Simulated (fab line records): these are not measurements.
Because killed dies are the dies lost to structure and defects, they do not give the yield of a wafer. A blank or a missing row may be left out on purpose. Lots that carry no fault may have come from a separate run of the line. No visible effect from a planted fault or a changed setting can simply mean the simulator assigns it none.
Struck lot and sound lot, side by side ; flow n5_finfet ; 36 out of 1938 route steps
Sound: the wafers L247.1, L247.3, L247.6. Wafers L237.1, L237.3, L237.6 were the ones struck. At the end, the cause is stated.
At each step with rows: each side's tool, then ch and its chambers, then its first start. Under that, the readings that differ: sound wafers ; struck wafers ; difference of the means ; sigmas: that difference in standard deviations of wafers without a fault.
alike: same words and numbers on both sides, and readings whose means sit less than 2 such deviations apart. not compared: any withheld reading, any reading some wafer has no value for, any bound like >300 that may hide the same value, and any number with overlapping values for which the record gives no deviation.
The two part at a step that has a row with sigmas, a row that says differs or no value, or rows on one side only. Numbers that don't overlap but have no deviation are shown without sigmas and don't part them. A reading missing from all wafers of one side parts the sides only when that side holds two or more wafers.

first, 9 steps without rows for these wafers: N5_BEOL_M4_ANNEAL_95 (time 240 s); N5_BEOL_M4_SPUTTER_96 (material Cu, target thk 4.5 nm, time 8.29 s); N5_BEOL_M4_ECD_50 (material Cu, target thk 300 nm); N5_BEOL_M4_ANNEAL_51 (time 90 s); N5_BEOL_M4_CMP_52 (polishes, stops on SiOC, t overpolish 6.8 s, target thk 40 nm); N5_BEOL_M4_PRE_CLEAN_60 (time 15 s); N5_BEOL_M4_CO_CAP_55 (material Co, precursor CCTBA/H2, target thk 2 nm, time 102.1 s); N5_BEOL_M4_PRE_CLEAN_56 (time 15 s); N5_BEOL_M4_DEP_57 (deposits SiCN from 3MS/NH3, target thk 8 nm, time 14 s).
N5_BEOL_M4_RC_MEAS_101:
  sound on prober-01 ch 0, day 12 20:31; struck on prober-01 ch 0, day 10 14:50
  alike: DIBL_N, DIBL_P, IOFF_N, IOFF_P, ION_N, ION_P, SS_N, SS_P, VT_N, VT_P
then, 24 steps without rows for these wafers: N5_BEOL_M5_ILD_DEP_00 (deposits SiCOH lowk from DEMS/porogen, target thk 140.64 nm, time 25.9 s); N5_BEOL_M5_CURE_79 (cures SiCOH lowk, time 240 s); N5_BEOL_M5_PECVD_70 (deposits SiO2 from TEOS/O2, target thk 16 nm, time 18 s); N5_BEOL_M5_HM_DEP_02 (deposits TiN, target thk 20 nm); N5_BEOL_M5_COAT_59 (time 60 s, resist thk 60 nm); N5_BEOL_M5_COAT_60 (time 60 s, resist thk 12 nm); N5_BEOL_M5_COAT_71 (time 60 s, resist thk 5 nm); N5_BEOL_M5_COAT_05 (resist thk 30 nm); N5_BEOL_M5_EBR_07; N5_BEOL_M5_SOFTBAKE_06 (time 60 s); N5_BEOL_M5_EXPOSE_08 (exposes mask M5, target cd 28 nm); N5_BEOL_M5_PEB_09 (peb time 60 s); N5_BEOL_M5_DEVELOP_10 (develop time 30 s); N5_BEOL_M5_DESCUM_16 (chemistry O2, time 7 s); N5_BEOL_M5_ETCH_72 (etches underlayer in N2/H2, target depth 6.5 nm, time 5.2 s); N5_BEOL_M5_ETCH_61 (etches SiARC in CF4, target depth 15.6 nm, time 26 s); N5_BEOL_M5_ETCH_62 (etches SOC in N2/H2, target depth 75 nm, overetch 15 nm, time 112.5 s); N5_BEOL_M5_STRIP_63 (strips in N2/H2); N5_BEOL_M5_STRIP_73 (strips in N2/H2); N5_BEOL_M5_STRIP_64 (strips in CF4); N5_BEOL_M5_HM_OPEN_17 (chemistry Cl2/BCl3, target TiN, target depth 20 nm, overetch 6 nm); N5_BEOL_M5_STRIP_19 (strips in O2); N5_BEOL_M5_COAT_65 (time 60 s, resist thk 60 nm); N5_BEOL_M5_COAT_66 (time 60 s, resist thk 12 nm).
-- here the record skips 3 days between the struck wafers' starts before and after, leaving off in module BEOL_M5 and picking up in module BEOL_M12 (first step shown: number 1637 of the route) --
N5_BEOL_M12_ETCH_68: etches SOC in N2/H2, time 285 s.
  sound on rie_diel-04 ch 2,3, day 15 13:07; struck on rie_diel-04 ch 1,2,3, day 13 07:29
  no value came back on the struck wafers for any of 8 readings (bias_w (W), chamber_pressure_mTorr (mTorr) and others); on the sound wafers bias_w (W) reads 351.1 350.3 350.1
reading;sound;struck;difference;sigmas
model.coat_of_BEOL_M12_COAT_22.thk_nm (nm);0 0 0;209.8 210.6 209.4;+209.9;
model.SiARC_of_BEOL_M12_COAT_66.thk_nm (nm);86 86.4 86.4;110 110.2 110.2;+24;
  not compared: rf_hours_counter_h
N5_PASSIVATION_PROBE_49:
  struck on prober-02, day 14 20:26; sound on prober-02, day 17 06:43
reading;sound;struck;difference;sigmas
defect_limited_yield (%);91.4 92.9 92.9;0 0 0;-92;-62
killed_at_M4_up;25 14 13;1078 1102 1083;+1070;+99 or more
killed_dies;101 84 84;1180 1180 1180;+1090;+61
killed_on_rim;12 8 10;152 152 152;+142;+41
sort_bin_5_function (%);4.2 4.4 3.9;95.5 96.8 95.6;+91.8;+95
sort_n_pass;1079 1096 1096;0 0 0;-1090;-57
sort_yield_pct (%);91.4 92.9 92.9;0 0 0;-92;-58
  alike: killed_at_M0_to_M3, killed_at_contacts, killed_at_front_end, killed_at_other, killed_open, killed_short, sort_bin_6_memory, sort_bin_8_speed

## WHERE THEY PART
Last at N5_PASSIVATION_PROBE_49 as far as this record goes, first at N5_BEOL_M12_ETCH_68.

WHY: what had been put in by the simulator
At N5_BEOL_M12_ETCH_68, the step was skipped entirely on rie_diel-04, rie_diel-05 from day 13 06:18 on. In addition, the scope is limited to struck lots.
